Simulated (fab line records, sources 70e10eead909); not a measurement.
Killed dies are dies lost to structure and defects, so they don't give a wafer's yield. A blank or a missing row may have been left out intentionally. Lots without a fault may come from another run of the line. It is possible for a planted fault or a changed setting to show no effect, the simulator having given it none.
Chamber matching / flow nand harc / NHARC_A_STAIRCASE_TRIM_196 on rie diel-02 has 4 sister chambers
The step chemistry O2, time 211.2 s. 20 wafers are shown with their chamber, then 10 later ones without.

== WAFERS, EACH WITH ITS CHAMBER ==
wafer=L077.1; chamber=0; drypump motor current A (A)=5.9; showerhead plenum p Torr (Torr)=3.46; throttle valve pct (%)=17.044
wafer=L077.2; chamber=2; drypump motor current A (A)=5.4; showerhead plenum p Torr (Torr)=3.33; throttle valve pct (%)=17.029
wafer=L077.5; chamber=0; drypump motor current A (A)=6.0; showerhead plenum p Torr (Torr)=3.46; throttle valve pct (%)=17.037
wafer=L079.1; chamber=0; drypump motor current A (A)=5.9; showerhead plenum p Torr (Torr)=3.45; throttle valve pct (%)=17.041
wafer=L079.3; chamber=1; drypump motor current A (A)=5.4; showerhead plenum p Torr (Torr)=3.33; throttle valve pct (%)=17.037
wafer=L079.6; chamber=3; drypump motor current A (A)=5.0; showerhead plenum p Torr (Torr)=3.38; throttle valve pct (%)=17.047
wafer=L078.2; chamber=0; drypump motor current A (A)=5.9; showerhead plenum p Torr (Torr)=3.45; throttle valve pct (%)=17.043
wafer=L078.3; chamber=3; drypump motor current A (A)=5.0; showerhead plenum p Torr (Torr)=3.38; throttle valve pct (%)=17.047
wafer=L078.4; chamber=0; drypump motor current A (A)=5.9; showerhead plenum p Torr (Torr)=3.45; throttle valve pct (%)=17.037
wafer=L083.1; chamber=1; drypump motor current A (A)=5.4; showerhead plenum p Torr (Torr)=3.32; throttle valve pct (%)=17.036
wafer=L083.2; chamber=3; drypump motor current A (A)=5.0; showerhead plenum p Torr (Torr)=3.38; throttle valve pct (%)=17.034
wafer=L083.5; chamber=1; drypump motor current A (A)=5.4; showerhead plenum p Torr (Torr)=3.32; throttle valve pct (%)=17.035
wafer=L084.3; chamber=0; drypump motor current A (A)=6.0; showerhead plenum p Torr (Torr)=3.45; throttle valve pct (%)=17.040
wafer=L084.5; chamber=1; drypump motor current A (A)=5.4; showerhead plenum p Torr (Torr)=3.32; throttle valve pct (%)=17.044
wafer=L084.6; chamber=0; drypump motor current A (A)=5.9; showerhead plenum p Torr (Torr)=3.45; throttle valve pct (%)=17.027
wafer=L085.1; chamber=0; drypump motor current A (A)=5.9; showerhead plenum p Torr (Torr)=3.44; throttle valve pct (%)=17.040
wafer=L085.4; chamber=3; drypump motor current A (A)=5.0; showerhead plenum p Torr (Torr)=3.37; throttle valve pct (%)=17.035
wafer=L085.6; chamber=0; drypump motor current A (A)=5.9; showerhead plenum p Torr (Torr)=3.45; throttle valve pct (%)=17.039
wafer=L087.1; chamber=3; drypump motor current A (A)=5.0; showerhead plenum p Torr (Torr)=3.37; throttle valve pct (%)=17.043
wafer=L087.4; chamber=0; drypump motor current A (A)=5.9; showerhead plenum p Torr (Torr)=3.44; throttle valve pct (%)=17.036

SIGNATURES (averages over the wafers above)
reading=drypump motor current A; chamber 0=5.920; chamber 1=5.400; chamber 2=5.400; chamber 3=5.000; scatter within a chamber=0.0316
reading=showerhead plenum p Torr; chamber 0=3.4500; chamber 1=3.3225; chamber 2=3.3300; chamber 3=3.3760; scatter within a chamber=0.0061
reading=throttle valve pct; chamber 0=17.03840; chamber 1=17.03800; chamber 2=17.02900; chamber 3=17.04120; scatter within a chamber=0.00509
Rule: for each reading, subtract the chamber's mean from the wafer's reading, divide by that reading's scatter and square the result; add these up over the readings and take the root, which gives the wafer's distance from the chamber. If the next closest chamber is less than 2 further off than the closest, the wafer can't be placed; otherwise it belongs to the closest. The scatter: the root of (the sum of the squares of (reading less its chamber's mean) over the shown wafers, divided by (wafers less chambers)).

== WAFERS WHOSE CHAMBER IS MISSING ==
wafer=L087.5; drypump motor current A (A)=5.4; showerhead plenum p Torr (Torr)=3.32; throttle valve pct (%)=17.038
wafer=L092.2; drypump motor current A (A)=5.4; showerhead plenum p Torr (Torr)=3.31; throttle valve pct (%)=17.050
wafer=L092.3; drypump motor current A (A)=5.0; showerhead plenum p Torr (Torr)=3.37; throttle valve pct (%)=17.046
wafer=L092.6; drypump motor current A (A)=5.4; showerhead plenum p Torr (Torr)=3.31; throttle valve pct (%)=17.037
wafer=L096.2; drypump motor current A (A)=6.0; showerhead plenum p Torr (Torr)=3.43; throttle valve pct (%)=17.045
wafer=L096.5; drypump motor current A (A)=5.0; showerhead plenum p Torr (Torr)=3.36; throttle valve pct (%)=17.031
wafer=L096.6; drypump motor current A (A)=5.4; showerhead plenum p Torr (Torr)=3.31; throttle valve pct (%)=17.045
wafer=L097.1; drypump motor current A (A)=5.9; showerhead plenum p Torr (Torr)=3.43; throttle valve pct (%)=17.035
wafer=L097.3; drypump motor current A (A)=5.4; showerhead plenum p Torr (Torr)=3.31; throttle valve pct (%)=17.018
wafer=L097.5; drypump motor current A (A)=5.4; showerhead plenum p Torr (Torr)=3.31; throttle valve pct (%)=17.042

== THE CHAMBER EACH PASSED THROUGH ==
wafer=L087.5; from the rows above=1; in truth=1
wafer=L092.2; from the rows above=1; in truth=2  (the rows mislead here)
wafer=L092.3; from the rows above=3; in truth=3
wafer=L092.6; from the rows above=can't be placed: 1 or 2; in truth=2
wafer=L096.2; from the rows above=0; in truth=0
wafer=L096.5; from the rows above=3; in truth=3
wafer=L096.6; from the rows above=1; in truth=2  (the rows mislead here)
wafer=L097.1; from the rows above=0; in truth=0
wafer=L097.3; from the rows above=can't be placed: 2 or 1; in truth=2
wafer=L097.5; from the rows above=can't be placed: 1 or 2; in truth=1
Correctly placed: 5 of 10. Can't be placed from these rows: 3 (the true chamber is among the candidates in 3). Number placed wrongly: 2.
